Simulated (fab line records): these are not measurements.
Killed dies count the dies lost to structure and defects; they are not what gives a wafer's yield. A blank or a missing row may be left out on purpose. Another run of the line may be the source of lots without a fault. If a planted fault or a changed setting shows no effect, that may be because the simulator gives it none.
fab line records + flow n5-finfet
record:
- lots: 9
- wafers: 24
- last-day: 17
route steps=1938 shown MOL_CONTACT_COAG@589 BEOL_M4@1111
lots with no fault: from the same line, run without faults
start-h: hours from the record's first day to the start of the lot's first wafer shown + wait-h: hours since the lot's step before + " unchanged from the row above + L1.1+2: a row that stands for several wafers + - no value, or no start given + * or withheld: withheld + < > ~ a bound
route shown NAME@n: NAME is a module with steps in the file, n the number in the route of the first one + usual: mean/standard deviation of fault-free wafers + same: alike in all rows + chamber/n: place in a boat + sites: readings site by site + _std_site: their standard deviation + _edge_site: the outer-site mean with the inner-site mean subtracted + radius-mm: for every site, how far away it sits from the centre of the wafer + mask NAME#n: copy n + behind: the last tool/chamber to shape the wafer + hold: why the lot was held/for how many hours/how that ended + device: whichever transistor did not switch (one of n, p or np) + end of line: at the end of the route, the tests of the same wafers + a step with no rows: only its recipe + killed: at the first sort, the dies lost to defects and structure; wafer yield is something else + map: a wafer's dies, x killed, . not, _ none there
set.NAME: the setting that was run; set.NAME@STEP: the one run at that earlier step + model.NAME: the simulator's own value behind a step, which no gauge read
a sample of lots followed through the steps of the route, with each step as a table and each wafer as a row
services: a tool's chamber out of use, with start hour (start-h, from the record's first day; less than 0 if before it), hours out, and reason
== steps ==
step: N5_MOL_CONTACT_COAG_STRIP_119
recipe:
- chemistry: N2/H2
- time-s: 30
- power-w: 1000
- temp-c: 250
- pressure-mtorr: withheld
- n2-flow-sccm: 1750
- h2-flow-sccm: 3250
usual:
- drypump-motor-current-A: 5.6/0.44
- heater-power-w: 338/28
| lot.wafer | tool            | chamber | start-h | wait-h | drypump-motor-current-A | heater-power-w | rf-hours-counter-h |
|-----------|-----------------|---------|---------|--------|-------------------------|----------------|--------------------|
| L410.3    | plasma-asher-01 | 1       | 112.12  | 0.1    | 5.6                     | 369            | -                  |
| L410.4    | "               | 0       | "       | "      | 6.1                     | 305            | -                  |
| L411.2    | plasma-asher-01 | 1       | 121.45  | 0.1    | 5.7                     | 380            | 43                 |
| L411.4    | "               | 0       | "       | "      | 6.1                     | 305            | -                  |
| L411.6    | "               | 0       | "       | "      | 6.1                     | 296            | -                  |
| L412.4    | plasma-asher-02 | 0       | 125.03  | 0.1    | 4.9                     | 327            | -                  |
| L412.5    | "               | 1       | "       | "      | 5.5                     | 355            | -                  |
| L412.6    | "               | 0       | "       | "      | 4.9                     | 326            | -                  |
| L413.1    | plasma-asher-01 | 1       | 127.65  | 0.1    | 5.6                     | 366            | 44                 |
| L413.5    | "               | 0       | "       | "      | 6.1                     | 299            | -                  |
| L421.1    | plasma-asher-01 | 0       | 181.79  | 0.1    | 6.1                     | 299            | 55                 |
| L421.6    | "               | 0       | "       | "      | 6.1                     | 309            | -                  |
| L425.2    | plasma-asher-02 | 0       | 202.56  | 0.1    | 4.8                     | 327            | 116                |
| L425.5    | "               | 0       | "       | "      | 4.9                     | 327            | -                  |
| L425.6    | "               | 1       | "       | "      | 5.5                     | 342            | -                  |
| L426.2    | plasma-asher-02 | 0       | 206.52  | 0.1    | 4.9                     | 327            | 117                |
| L426.4    | "               | 0       | "       | "      | 4.9                     | 327            | -                  |
| L426.5    | "               | 0       | "       | "      | 4.8                     | 329            | -                  |
| L429.2    | plasma-asher-01 | 1       | 229.04  | 0.1    | 5.6                     | 378            | 64                 |
| L429.4    | "               | 0       | "       | "      | 6.1                     | 304            | -                  |
| L429.5    | "               | 0       | "       | "      | 6.1                     | 301            | -                  |
| L430.1    | plasma-asher-01 | 0       | 232.17  | 0.1    | 6.2                     | 309            | 65                 |
| L430.4    | "               | 1       | "       | "      | 5.6                     | 376            | -                  |
| L430.6    | "               | 0       | "       | "      | 6.1                     | 295            | -                  |
step: N5_MOL_CONTACT_COAG_DESCUM_45
recipe:
- chemistry: O2
- time-s: 7
- source-power-w: 50
- bias-power-w: 20
- pressure-mtorr: 20
- rf-frequency-hz: 2.712e+07
- temp-c: 40
- resist: CAR-EUV
- o2-flow-sccm: 225
usual:
- chamber-pressure-mTorr: 20.002/0.018
- drypump-motor-current-A: 5.5/0.51
- oes-product-au: 0.79/0.11
- rf-fwd-power-W: 49.40/0.23
- rf-vpp-V: 243.2/1.1
- showerhead-plenum-p-Torr: 2.09/0.053
- throttle-valve-pct: 20.56/0.23
| lot.wafer | tool        | chamber | start-h | wait-h | chamber-pressure-mTorr | drypump-motor-current-A | oes-product-au | rf-fwd-power-W | rf-hours-counter-h | rf-vpp-V | showerhead-plenum-p-Torr | throttle-valve-pct |
|-----------|-------------|---------|---------|--------|------------------------|-------------------------|----------------|----------------|--------------------|----------|--------------------------|--------------------|
| L410.3    | rie-diel-06 | 3       | 112.69  | 0.0    | 20.011                 | 4.8                     | 0.70           | 49.61          | 184                | 245.0    | 2.19                     | 20.77              |
| L410.4    | "           | 1       | "       | "      | 20.002                 | 5.9                     | 0.69           | 49.49          | 207                | 244.1    | 2.07                     | 20.72              |
| L411.2    | rie-diel-03 | 2       | 122.47  | 0.5    | 19.998                 | 5.8                     | 0.94           | 49.51          | 14                 | 244.2    | 2.16                     | 20.35              |
| L411.4    | "           | 3       | "       | "      | 20.001                 | 5.5                     | 0.72           | 49.41          | -                  | 245.6    | 2.17                     | 20.75              |
| L411.6    | "           | 2       | "       | "      | 19.999                 | 5.8                     | 0.94           | 49.24          | -                  | 245.6    | 2.16                     | 20.36              |
| L412.4    | rie-diel-03 | 2       | 125.92  | 0.3    | 20.040                 | 5.8                     | 0.92           | 49.15          | -                  | 243.9    | 2.16                     | 20.37              |
| L412.5    | "           | 3       | "       | "      | 19.985                 | 5.5                     | 0.71           | 49.36          | -                  | 243.2    | 2.17                     | 20.76              |
| L412.6    | "           | 1       | "       | "      | 20.035                 | 5.9                     | 0.66           | 49.33          | -                  | 242.1    | 2.06                     | 20.84              |
| L413.1    | rie-diel-05 | 3       | 128.37  | 0.0    | 20.011                 | 6.1                     | 0.72           | 49.63          | 180                | 242.9    | 2.10                     | 20.69              |
| L413.5    | "           | 3       | "       | "      | 19.999                 | 6.1                     | 0.72           | 49.73          | -                  | 242.8    | 2.10                     | 20.66              |
| L421.1    | rie-diel-03 | 0       | 182.55  | 0.0    | 20.003                 | 6.3                     | 1.03           | 48.57          | 3                  | 243.1    | 2.05                     | 20.40              |
| L421.6    | "           | 3       | "       | "      | 20.006                 | 5.5                     | 0.71           | 49.35          | -                  | 244.7    | 2.16                     | 20.78              |
| L425.2    | rie-diel-03 | 3       | 203.15  | 0.0    | 20.001                 | 5.5                     | 0.70           | 49.46          | 249                | 244.0    | 2.15                     | 20.81              |
| L425.5    | "           | 0       | "       | "      | 20.007                 | 6.3                     | 0.97           | 48.99          | -                  | 243.6    | 2.05                     | 20.41              |
| L425.6    | "           | 3       | "       | "      | 20.003                 | 5.5                     | 0.70           | 49.57          | -                  | 243.6    | 2.15                     | 20.81              |
| L426.2    | rie-diel-05 | 1       | 207.11  | 0.0    | 19.995                 | 5.1                     | 0.84           | 49.27          | 43                 | 243.5    | 2.13                     | 20.31              |
| L426.4    | "           | 0       | "       | "      | 19.973                 | 5.9                     | 0.87           | 49.69          | 54                 | 241.5    | 2.02                     | 20.36              |
| L426.5    | "           | 3       | "       | "      | 20.024                 | 6.1                     | 0.69           | 49.74          | -                  | 243.7    | 2.09                     | 20.71              |
| L429.2    | rie-diel-05 | 3       | 230.64  | 0.9    | 20.002                 | 6.1                     | 0.68           | 49.45          | 219                | 242.9    | 2.08                     | 20.71              |
| L429.4    | "           | 0       | "       | "      | 19.990                 | 5.9                     | 0.85           | 49.74          | -                  | 241.7    | 2.02                     | 20.39              |
| L429.5    | "           | 3       | "       | "      | 20.021                 | 6.1                     | 0.69           | 49.60          | -                  | 240.9    | 2.08                     | 20.73              |
| L430.1    | rie-diel-05 | 1       | 232.90  | 0.1    | 19.965                 | 5.1                     | 0.81           | 49.17          | 55                 | 243.7    | 2.12                     | 20.33              |
| L430.4    | "           | 2       | "       | "      | 19.986                 | 4.9                     | 0.72           | 49.50          | 180                | 241.3    | 2.02                     | 20.68              |
| L430.6    | "           | 0       | "       | "      | 20.014                 | 5.9                     | 0.84           | 49.35          | -                  | 243.3    | 2.02                     | 20.38              |
step: N5_MOL_CONTACT_COAG_ETCH_67
recipe:
- chemistry: N2/H2
- target: SOC
- target-depth-a: 600
- overetch-a: 210
- mask-material: SiARC
- temp-c: 40
- time-s: 101.2
- ion-energy-ev: 200
- pressure-mtorr: 30
- source-w: 840
- bias-w: 150
- n2-flow-sccm: 200
- h2-flow-sccm: 200
usual:
- chamber-pressure-mTorr: 30.00/0.031
- drypump-motor-current-A: 5.5/0.52
- oes-product-au: 0.68/0.08
- rf-fwd-power-W: 835/3.2
- rf-vpp-V: 523.4/1.8
- showerhead-plenum-p-Torr: 2.52/0.07
- throttle-valve-pct: 17.84/0.19
| lot.wafer | tool        | chamber | start-h | wait-h | chamber-pressure-mTorr | drypump-motor-current-A | oes-product-au | rf-fwd-power-W | rf-hours-counter-h | rf-vpp-V | showerhead-plenum-p-Torr | throttle-valve-pct |
|-----------|-------------|---------|---------|--------|------------------------|-------------------------|----------------|----------------|--------------------|----------|--------------------------|--------------------|
| L410.3    | rie-diel-06 | 2       | 113.25  | 0.0    | 30.03                  | 4.7                     | 0.58           | 835            | 230                | 522.1    | 2.49                     | 18.03              |
| L410.4    | "           | 0       | "       | "      | 29.98                  | 5.2                     | 0.79           | 834            | 11                 | 527.0    | 2.61                     | 17.56              |
| L411.2    | rie-diel-05 | 0       | 123.33  | 0.0    | 29.92                  | 5.9                     | 0.75           | 841            | 25                 | 522.0    | 2.47                     | 17.61              |
| L411.4    | "           | 2       | "       | "      | 29.98                  | 4.8                     | 0.63           | 831            | 144                | 520.6    | 2.42                     | 17.85              |
| L411.6    | "           | 2       | "       | "      | 29.97                  | 4.8                     | 0.63           | 830            | -                  | 519.9    | 2.42                     | 17.86              |
| L412.4    | rie-diel-06 | 0       | 126.38  | 0.0    | 29.99                  | 5.3                     | 0.78           | 832            | 14                 | 526.1    | 2.61                     | 17.57              |
| L412.5    | "           | 1       | "       | "      | 29.99                  | 5.9                     | 0.59           | 836            | -                  | 523.3    | 2.48                     | 17.99              |
| L412.6    | "           | 0       | "       | "      | 30.00                  | 5.3                     | 0.77           | 830            | -                  | 523.7    | 2.61                     | 17.59              |
| L413.1    | rie-diel-05 | 3       | 128.71  | 0.0    | 30.00                  | 6.1                     | 0.61           | 839            | 180                | 523.4    | 2.54                     | 18.10              |
| L413.5    | "           | 3       | "       | "      | 29.98                  | 6.1                     | 0.62           | 837            | -                  | 522.5    | 2.54                     | 18.10              |
| L421.1    | rie-diel-05 | 0       | 183.09  | 0.0    | 29.99                  | 5.9                     | 0.73           | 834            | 45                 | 521.7    | 2.46                     | 17.65              |
| L421.6    | "           | 1       | "       | "      | 29.98                  | 5.1                     | 0.72           | 836            | -                  | 525.0    | 2.59                     | 17.62              |
| L425.2    | rie-diel-06 | 3       | 203.50  | 0.0    | 30.02                  | 4.8                     | 0.58           | 835            | 219                | 526.2    | 2.62                     | 18.05              |
| L425.5    | "           | 1       | "       | "      | 29.97                  | 5.9                     | 0.57           | 836            | -                  | 523.2    | 2.47                     | 18.03              |
| L425.6    | "           | 2       | "       | "      | 29.98                  | 4.7                     | 0.79           | 834            | -                  | 521.5    | 2.48                     | 17.64              |
| L426.2    | rie-diel-03 | 0       | 207.51  | 0.0    | 30.00                  | 6.2                     | 0.80           | 831            | 12                 | 522.0    | 2.50                     | 17.88              |
| L426.4    | "           | 1       | "       | "      | 29.98                  | 5.9                     | 0.75           | 836            | -                  | 521.7    | 2.48                     | 17.65              |
| L426.5    | "           | 2       | "       | "      | 30.03                  | 5.8                     | 0.73           | 834            | -                  | 524.4    | 2.60                     | 17.91              |
| L429.2    | rie-diel-03 | 3       | 231.07  | 0.0    | 29.99                  | 5.5                     | 0.80           | 838            | 4                  | 524.6    | 2.63                     | 17.94              |
| L429.4    | "           | 0       | "       | "      | 29.97                  | 6.3                     | 0.78           | 828            | 19                 | 522.9    | 2.50                     | 17.89              |
| L429.5    | "           | 3       | "       | "      | 30.01                  | 5.5                     | 0.80           | 838            | -                  | 525.3    | 2.63                     | 17.96              |
| L430.1    | rie-diel-03 | 3       | 233.25  | 0.0    | 30.02                  | 5.5                     | 0.80           | 828            | 5                  | 525.1    | 2.63                     | 17.95              |
| L430.4    | "           | 0       | "       | "      | 29.95                  | 6.3                     | 0.78           | 833            | 20                 | 521.7    | 2.50                     | 17.88              |
| L430.6    | "           | 2       | "       | "      | 29.98                  | 5.8                     | 0.72           | 831            | -                  | 525.0    | 2.60                     | 17.94              |
step: N5_MOL_CONTACT_COAG_ETCHBACK_136
recipe:
- chemistry: CHF3
- target: SiO2
- target-depth-a: 250
- time-s: 16.7
- ion-energy-ev: 200
- pressure-mtorr: 30
- source-w: 610
- bias-w: 170
- Ar_flow_sccm: 200
- CHF3_flow_sccm: 50
usual:
- chamber-pressure-mTorr: 30.003/0.027
- drypump-motor-current-A: 5.5/0.52
- oes-product-au: 0.81/0.1
- rf-fwd-power-W: 599/3.4
- rf-vpp-V: 522/14
- showerhead-plenum-p-Torr: 2.36/0.055
- throttle-valve-pct: 18.74/0.22
| lot.wafer | tool        | chamber | start-h | wait-h | chamber-pressure-mTorr | drypump-motor-current-A | oes-product-au | rf-fwd-power-W | rf-hours-counter-h | rf-vpp-V | showerhead-plenum-p-Torr | throttle-valve-pct |
|-----------|-------------|---------|---------|--------|------------------------|-------------------------|----------------|----------------|--------------------|----------|--------------------------|--------------------|
| L410.3    | rie-diel-06 | 2       | 113.34  | 0.0    | 29.980                 | 4.7                     | 0.69           | 602            | 230                | 510      | 2.33                     | 18.95              |
| L410.4    | "           | 0       | "       | "      | 30.038                 | 5.3                     | 0.94           | 596            | 11                 | 507      | 2.45                     | 18.39              |
| L411.2    | rie-diel-05 | 0       | 123.42  | 0.0    | 30.038                 | 5.9                     | 0.91           | 603            | 25                 | 517      | 2.34                     | 18.77              |
| L411.4    | "           | 2       | "       | "      | 30.041                 | 4.8                     | 0.75           | 595            | 144                | 498      | 2.29                     | 18.77              |
| L411.6    | "           | 2       | "       | "      | 30.013                 | 4.8                     | 0.76           | 596            | -                  | 498      | 2.29                     | 18.79              |
| L412.4    | rie-diel-06 | 0       | 126.47  | 0.0    | 30.017                 | 5.3                     | 0.94           | 596            | 14                 | 505      | 2.45                     | 18.39              |
| L412.5    | "           | 1       | "       | "      | 29.959                 | 5.9                     | 0.69           | 604            | -                  | 519      | 2.37                     | 19.13              |
| L412.6    | "           | 0       | "       | "      | 29.991                 | 5.2                     | 0.94           | 596            | -                  | 506      | 2.45                     | 18.39              |
| L413.1    | rie-diel-05 | 3       | 128.80  | 0.0    | 30.032                 | 6.1                     | 0.70           | 603            | 180                | 520      | 2.37                     | 18.87              |
| L413.5    | "           | 3       | "       | "      | 30.000                 | 6.1                     | 0.71           | 605            | -                  | 521      | 2.37                     | 18.86              |
| L421.1    | rie-diel-05 | 0       | 183.18  | 0.0    | 30.047                 | 5.9                     | 0.88           | 597            | 45                 | 517      | 2.33                     | 18.80              |
| L421.6    | "           | 1       | "       | "      | 29.965                 | 5.1                     | 1.17           | 601            | -                  | 539      | 2.41                     | 18.56              |
| L425.2    | rie-diel-06 | 3       | 203.59  | 0.0    | 30.037                 | 4.8                     | 0.68           | 601            | 219                | 518      | 2.48                     | 19.12              |
| L425.5    | "           | 1       | "       | "      | 30.000                 | 5.9                     | 0.66           | 600            | -                  | 520      | 2.35                     | 19.17              |
| L425.6    | "           | 2       | "       | "      | 29.975                 | 4.7                     | 0.95           | 598            | -                  | 513      | 2.33                     | 18.59              |
| L426.2    | rie-diel-03 | 0       | 207.60  | 0.0    | 29.985                 | 6.2                     | 0.95           | 593            | 12                 | 536      | 2.36                     | 18.83              |
| L426.4    | "           | 1       | "       | "      | 29.989                 | 5.9                     | 0.93           | 601            | -                  | 524      | 2.31                     | 18.58              |
| L426.5    | "           | 2       | "       | "      | 30.033                 | 5.8                     | 0.89           | 596            | -                  | 536      | 2.42                     | 18.51              |
| L429.2    | rie-diel-03 | 3       | 231.16  | 0.0    | 30.020                 | 5.5                     | 0.94           | 600            | 4                  | 533      | 2.40                     | 18.46              |
| L429.4    | "           | 0       | "       | "      | 29.995                 | 6.3                     | 0.92           | 594            | 19                 | 535      | 2.35                     | 18.85              |
| L429.5    | "           | 3       | "       | "      | 30.015                 | 5.5                     | 0.94           | 596            | -                  | 534      | 2.40                     | 18.47              |
| L430.1    | rie-diel-03 | 3       | 233.34  | 0.0    | 30.026                 | 5.5                     | 0.95           | 599            | 5                  | 534      | 2.40                     | 18.46              |
| L430.4    | "           | 0       | "       | "      | 30.038                 | 6.3                     | 0.93           | 596            | 20                 | 536      | 2.35                     | 18.86              |
| L430.6    | "           | 2       | "       | "      | 29.962                 | 5.8                     | 0.88           | 594            | -                  | 538      | 2.42                     | 18.51              |
step: N5_BEOL_M4_RC_MEAS_101
usual:
- DIBL_N: 36.9/2.1
- DIBL_P: 37.1/2.5
- IOFF_N: 0.17/0.039
- IOFF_P: 0.23/0.043
- ION_N: 673/15
- ION_P: 462/9.1
- SS_N: 71.8/0.69
- SS_P: 73.6/0.74
- VT_N: 250/3.6
- VT_P: -249.7/2.9
| lot.wafer | tool      | chamber | start-h | wait-h | DIBL_N[mV/V] | DIBL_P[mV/V] | IOFF_N[nA/um] | IOFF_P[nA/um] | ION_N[uA/um] | ION_P[uA/um] | SS_N[mV/dec] | SS_P[mV/dec] | VT_N[mV] | VT_P[mV] |
|-----------|-----------|---------|---------|--------|--------------|--------------|---------------|---------------|--------------|--------------|--------------|--------------|----------|----------|
| L411.2    | prober-01 | 0       | 180.79  | 0.2    | 33.5         | 33.0         | 0.12          | 0.17          | 677          | 465          | 70.8         | 72.1         | 254      | -252.8   |
| L411.4    | "         | 0       | "       | "      | 35.6         | 35.0         | 0.15          | 0.19          | 665          | 453          | 71.1         | 72.9         | 249      | -252.3   |
| L411.6    | "         | 0       | "       | "      | 35.8         | 35.6         | 0.14          | 0.19          | 667          | 452          | 70.7         | 73.2         | 251      | -250.6   |
| L410.3    | prober-02 | 0       | 181.22  | 0.3    | 40.9         | 43.9         | 0.29          | 0.35          | 703          | 476          | 72.5         | 75.0         | 241      | -245.6   |
| L410.4    | "         | 0       | "       | "      | 39.4         | 41.2         | 0.23          | 0.29          | 682          | 461          | 72.1         | 74.2         | 245      | -245.4   |
| L413.1    | prober-01 | 0       | 195.75  | 0.0    | 38.2         | 38.3         | 0.17          | 0.27          | 664          | 468          | 71.4         | 73.9         | 247      | -245.9   |
| L413.5    | "         | 0       | "       | "      | 40.7         | 40.6         | 0.23          | 0.31          | 681          | 468          | 72.2         | 74.6         | 247      | -244.4   |
| L412.4    | prober-02 | 0       | 197.94  | 0.5    | 35.4         | 35.1         | 0.14          | 0.20          | 662          | 456          | 71.9         | 74.4         | 255      | -251.6   |
| L412.5    | "         | 0       | "       | "      | 34.6         | 34.5         | 0.14          | 0.19          | 659          | 451          | 72.0         | 73.8         | 254      | -250.6   |
| L412.6    | "         | 0       | "       | "      | 37.6         | 37.6         | 0.18          | 0.22          | 683          | 469          | 72.3         | 74.3         | 251      | -250.2   |
| L421.1    | prober-01 | 0       | 250.85  | 0.0    | 36.4         | 37.1         | 0.15          | 0.22          | 675          | 465          | 72.1         | 73.7         | 253      | -253.2   |
| L421.6    | "         | 0       | "       | "      | 37.2         | 37.6         | 0.15          | 0.23          | 675          | 472          | 71.5         | 73.6         | 254      | -250.4   |
| L425.2    | prober-01 | 0       | 267.39  | 0.2    | 39.1         | 39.0         | 0.23          | 0.26          | 689          | 473          | 72.1         | 73.4         | 244      | -245.7   |
| L425.5    | "         | 0       | "       | "      | 35.9         | 36.4         | 0.16          | 0.21          | 673          | 457          | 71.3         | 73.0         | 250      | -250.8   |
| L425.6    | "         | 0       | "       | "      | 40.5         | 42.4         | 0.25          | 0.31          | 701          | 476          | 72.7         | 74.5         | 246      | -247.9   |
| L426.2    | prober-01 | 0       | 279.56  | 0.2    | 34.4         | 34.4         | 0.12          | 0.16          | 665          | 450          | 71.6         | 73.0         | 254      | -251.9   |
| L426.4    | "         | 0       | "       | "      | 37.2         | 37.1         | 0.17          | 0.19          | 671          | 457          | 71.5         | 73.6         | 249      | -252.1   |
| L426.5    | "         | 0       | "       | "      | 38.1         | 38.7         | 0.19          | 0.22          | 687          | 462          | 71.6         | 73.9         | 246      | -250.4   |
| L429.2    | prober-01 | 0       | 299.57  | 0.2    | 35.2         | 35.2         | 0.16          | 0.24          | 658          | 459          | 71.6         | 73.2         | 249      | -246.8   |
| L429.4    | "         | 0       | "       | "      | 33.2         | 32.6         | 0.13          | 0.19          | 666          | 464          | 71.5         | 72.3         | 252      | -248.8   |
| L429.5    | "         | 0       | "       | "      | 35.0         | 34.3         | 0.17          | 0.21          | 649          | 453          | 72.1         | 72.9         | 250      | -248.8   |
| L430.1    | prober-02 | 0       | 302.10  | 0.0    | 37.3         | 35.9         | 0.17          | 0.21          | 681          | 462          | 72.1         | 73.4         | 248      | -250.6   |
| L430.4    | "         | 0       | "       | "      | 33.3         | 32.1         | 0.11          | 0.15          | 664          | 455          | 70.4         | 72.4         | 254      | -254.1   |
| L430.6    | "         | 0       | "       | "      | 37.4         | 37.0         | 0.19          | 0.23          | 700          | 474          | 71.9         | 73.5         | 245      | -250.7   |
== services ==
| tool            | chamber | start-h | hours | kind                          |
|-----------------|---------|---------|-------|-------------------------------|
| plasma-asher-01 | -       | 90.85   | 2.3   | repair                        |
| rie-diel-03     | 2       | 97.15   | 3.3   | repair                        |
| rie-diel-06     | 0       | 100.78  | 9.1   | repair                        |
| rie-diel-06     | -       | 119.48  | 4.4   | repair                        |
| rie-diel-06     | 0       | 124.63  | 1.7   | repair                        |
| rie-diel-03     | 1       | 130.75  | -     | clean                         |
| rie-diel-03     | 1       | 130.75  | -     | consumable-replace:focus-ring |
| rie-diel-03     | 1       | 130.75  | 17.5  | scheduled-down                |
| rie-diel-03     | 1       | 130.75  | 17.5  | vent-cycle                    |
| rie-diel-03     | 0       | 149.30  | -     | clean                         |
| rie-diel-03     | 0       | 149.30  | -     | consumable-replace:focus-ring |
| rie-diel-03     | 0       | 149.30  | 25.7  | scheduled-down                |
| rie-diel-03     | 0       | 149.30  | 25.7  | vent-cycle                    |
| rie-diel-03     | -       | 158.24  | 0.4   | repair                        |
| rie-diel-06     | 2       | 168.19  | -     | clean                         |
| rie-diel-06     | 2       | 168.19  | -     | consumable-replace:focus-ring |
| rie-diel-03     | 3       | 168.79  | 4.2   | repair                        |
| rie-diel-03     | 3       | 205.74  | -     | clean                         |
| rie-diel-03     | 3       | 205.74  | -     | consumable-replace:focus-ring |
| rie-diel-03     | 3       | 205.74  | 18.8  | scheduled-down                |
| rie-diel-03     | 3       | 205.74  | 18.8  | vent-cycle                    |
| rie-diel-03     | 0       | 218.61  | 7.7   | repair                        |
| rie-diel-06     | -       | 223.44  | 14.6  | pm                            |
| rie-diel-05     | -       | 229.22  | 0.1   | repair                        |
== key ==
first-sign:
- step: N5_MOL_CONTACT_COAG_ETCHBACK_136
- reading: oes-product-au
- direction: up
- sigmas: 3.5
- usual: 0.81
- struck: 1.17
effect none on later readings
met-at N5_MOL_CONTACT_COAG_ETCHBACK_136
struck-lots L421
struck-wafers L421.6
not-acting-at N5_MOL_CONTACT_COAG_STRIP_119,N5_MOL_CONTACT_COAG_DESCUM_45,N5_MOL_CONTACT_COAG_ETCH_67
onset-between 128.80 183.18
fault:
- kind: process-parameter-drift
- tool: rie-diel-05
- chamber: -
- onset-h: 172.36
- steps: N5_MOL_CONTACT_COAG_ETCHBACK_136
- channel: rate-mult
- offset: 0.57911
- shape: step
- end-h: 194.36
- scope: struck-wafers-only
